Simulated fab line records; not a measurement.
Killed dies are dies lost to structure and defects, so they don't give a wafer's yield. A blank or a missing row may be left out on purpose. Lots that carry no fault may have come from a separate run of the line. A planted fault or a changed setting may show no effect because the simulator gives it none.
Split-lot study / flow n5 finfet / 7 lots, 21 wafers read, on a route of 1938 steps

== THE SPLIT ==
At N5_PASSIVATION_EXPOSE_41 (exposes mask PASS OPEN, defocus 0 nm, target cd 40000 nm), the setting dose mj was moved away from the recipe's 57.25 on 8 of the 21 wafers read, by -5.9% to +5.7%. All remaining wafers had this setting at the recipe value.

== FROM THE SPLIT TO THE READING: what the file shows between them, 3 steps ==
- N5_PASSIVATION_PEB_42
- N5_PASSIVATION_DEVELOP_43: develop time 60 s
- N5_PASSIVATION_HARDBAKE_45: time 120 s

== THE READING ==
At N5_PASSIVATION_CD_MEAS_44: cd nm in nanometres, against a target cd of 40000 nm. A value of 40000 nm with a standard deviation of 3.8 nm is what fault-free wafers of this fab line usually give.

wafer=L076.2; tool, chamber at the split=krf scanner-02, 0; dose mj as run=53.88; against the recipe=-5.9%; cd nm, nm=39977; against lot-mates on the recipe=no lot-mate on the recipe
wafer=L076.3; tool, chamber at the split=krf scanner-02, 0; dose mj as run=53.88; against the recipe=-5.9%; cd nm, nm=39972; against lot-mates on the recipe=no lot-mate on the recipe
wafer=L076.4; tool, chamber at the split=krf scanner-02, 0; dose mj as run=53.88; against the recipe=-5.9%; cd nm, nm=39979; against lot-mates on the recipe=no lot-mate on the recipe
wafer=L074.1; tool, chamber at the split=krf scanner-02, 0; dose mj as run=57.25; against the recipe=recipe; cd nm, nm=40003; against lot-mates on the recipe=-
wafer=L074.3; tool, chamber at the split=krf scanner-02, 0; dose mj as run=58.55; against the recipe=+2.3%; cd nm, nm=40004; against lot-mates on the recipe=+1
wafer=L074.6; tool, chamber at the split=krf scanner-02, 0; dose mj as run=57.25; against the recipe=recipe; cd nm, nm=40003; against lot-mates on the recipe=-
wafer=L078.4; tool, chamber at the split=krf scanner-01, 0; dose mj as run=57.25; against the recipe=recipe; cd nm, nm=39998; against lot-mates on the recipe=-
wafer=L078.5; tool, chamber at the split=krf scanner-01, 0; dose mj as run=58.79; against the recipe=+2.7%; cd nm, nm=40003; against lot-mates on the recipe=+5
wafer=L078.6; tool, chamber at the split=krf scanner-01, 0; dose mj as run=58.79; against the recipe=+2.7%; cd nm, nm=40008; against lot-mates on the recipe=+10
wafer=L082.2; tool, chamber at the split=krf scanner-01, 0; dose mj as run=57.25; against the recipe=recipe; cd nm, nm=39998; against lot-mates on the recipe=-
wafer=L082.4; tool, chamber at the split=krf scanner-01, 0; dose mj as run=57.25; against the recipe=recipe; cd nm, nm=39996; against lot-mates on the recipe=-
wafer=L082.6; tool, chamber at the split=krf scanner-01, 0; dose mj as run=57.25; against the recipe=recipe; cd nm, nm=39996; against lot-mates on the recipe=-
wafer=L085.3; tool, chamber at the split=krf scanner-02, 0; dose mj as run=57.25; against the recipe=recipe; cd nm, nm=39999; against lot-mates on the recipe=-
wafer=L085.4; tool, chamber at the split=krf scanner-02, 0; dose mj as run=57.25; against the recipe=recipe; cd nm, nm=39999; against lot-mates on the recipe=-
wafer=L085.5; tool, chamber at the split=krf scanner-02, 0; dose mj as run=57.25; against the recipe=recipe; cd nm, nm=39999; against lot-mates on the recipe=-
wafer=L084.2; tool, chamber at the split=krf scanner-02, 0; dose mj as run=57.25; against the recipe=recipe; cd nm, nm=40002; against lot-mates on the recipe=-
wafer=L084.4; tool, chamber at the split=krf scanner-02, 0; dose mj as run=57.25; against the recipe=recipe; cd nm, nm=40004; against lot-mates on the recipe=-
wafer=L084.6; tool, chamber at the split=krf scanner-02, 0; dose mj as run=57.25; against the recipe=recipe; cd nm, nm=40005; against lot-mates on the recipe=-
wafer=L093.1; tool, chamber at the split=krf scanner-01, 0; dose mj as run=57.25; against the recipe=recipe; cd nm, nm=39995; against lot-mates on the recipe=-
wafer=L093.4; tool, chamber at the split=krf scanner-01, 0; dose mj as run=60.5; against the recipe=+5.7%; cd nm, nm=40019; against lot-mates on the recipe=+24
wafer=L093.6; tool, chamber at the split=krf scanner-01, 0; dose mj as run=60.5; against the recipe=+5.7%; cd nm, nm=40018; against lot-mates on the recipe=+23

FIT RESULTS
A straight line over all 21 wafers: cd nm changes by +3.59 nm for each +1% of dose mj; r = +0.96; the points scatter about the line by 3.4 nm.
The same after taking each lot's own level away (the mean of its wafers on the recipe; 18 wafers): +3.79 nm for each +1%; r = +0.95; scatter 2.5 nm.
That fit puts the effect of the largest move of dose mj on the reading at 22 nm.
Across the lots, their own levels run from 39995.0 to 40003.7 nm, a range of 2.3 times the standard deviation given above.
Hence the lot-to-lot level has little effect on the slope; both slopes agree.
Check: for one of the wafers moved furthest among these (+5.7%), held out of the fit, the line's prediction against its lot-mates is +19.1 nm. Against them it came out at +24 nm.

== OTHER SPLITS APPLIED TO THESE WAFERS ==
Other splits were also applied to these wafers ahead of the reading. Each is held against what the fit with the lots' levels taken away leaves over:
other split on the same wafers=N5_BEOL_M13_CMP_49 down force psi; wafers away from the commonest value=11; r with cd nm (lot level and that fit taken away)=+0.00
other split on the same wafers=N5_BEOL_M14_COAT_58 spin rpm; wafers away from the commonest value=6; r with cd nm (lot level and that fit taken away)=-0.30
other split on the same wafers=N5_BEOL_M14_SPUTTER_43 power w; wafers away from the commonest value=6; r with cd nm (lot level and that fit taken away)=-0.68
other split on the same wafers=N5_BEOL_M15_ILD_DEP_00 time s; wafers away from the commonest value=7; r with cd nm (lot level and that fit taken away)=-0.22
other split on the same wafers=N5_BEOL_M15_PEB_26 peb temp c; wafers away from the commonest value=7; r with cd nm (lot level and that fit taken away)=+0.04
other split on the same wafers=N5_BEOL_M15_DEVELOP_27 develop time s; wafers away from the commonest value=7; r with cd nm (lot level and that fit taken away)=+0.11

== THE FILE'S OWN FIT ==
cd nm changes by +3.48 nm for each +1% of dose mj, r = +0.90.
